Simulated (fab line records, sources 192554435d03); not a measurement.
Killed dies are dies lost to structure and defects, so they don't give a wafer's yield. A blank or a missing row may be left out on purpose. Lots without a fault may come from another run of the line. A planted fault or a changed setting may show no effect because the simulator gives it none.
Chamber matching | flow n5_finfet | N5_BEOL_M5_CURE_80 on uv_cure-01: 3 sister chambers
The step cures SiCOH lowk, time 120 s. 3 wafers are shown with their chamber, then 11 later ones without.

WAFERS WITH THEIR CHAMBER
wafer  | chamber | wafer_temp_C_max
L085.5 | 2       | 371.8
L088.6 | 1       | 371.8
L089.1 | 0       | 372.6

WAFERS WITHOUT THEIR CHAMBER
wafer  | wafer_temp_C_max
L089.4 | 372.3
L089.6 | 372.1
L093.2 | 371.2
L093.3 | 371.7
L093.5 | 372.1
L094.1 | 372.0
L094.2 | 371.8
L094.3 | 370.8
L094.4 | 371.2
L094.5 | 371.1
L094.6 | 371.5

WHICH CHAMBER EACH WENT THROUGH
wafer  | from the rows above          | in truth
L089.4 | can't be placed: 0 or 1 or 2 | 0
L089.6 | can't be placed: 1 or 2 or 0 | 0
L093.2 | can't be placed: 1 or 2 or 0 | 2
L093.3 | can't be placed: 1 or 2 or 0 | 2
L093.5 | can't be placed: 1 or 2 or 0 | 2
L094.1 | can't be placed: 1 or 2 or 0 | 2
L094.2 | can't be placed: 1 or 2 or 0 | 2
L094.3 | can't be placed: 1 or 2 or 0 | 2
L094.4 | can't be placed: 1 or 2 or 0 | 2
L094.5 | can't be placed: 1 or 2 or 0 | 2
L094.6 | can't be placed: 1 or 2 or 0 | 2
Placed correctly: 0 of 11. Can't be placed from these rows: 11 (the true chamber is among the candidates in 11). Placed wrongly: 0.
How it was worked out, from the rows above alone: a wafer's distance from a chamber is the root of the sum, over the readings, of the square of ((its reading less the chamber's mean) divided by the reading's scatter). The wafer belongs to the nearest chamber; if the next one is less than 2 further off, it can't be placed. A chamber's mean is the mean of its shown wafers. The scatter: with one shown wafer a chamber, the root of the mean of the squares of how far each hidden wafer lies from its nearest shown one.
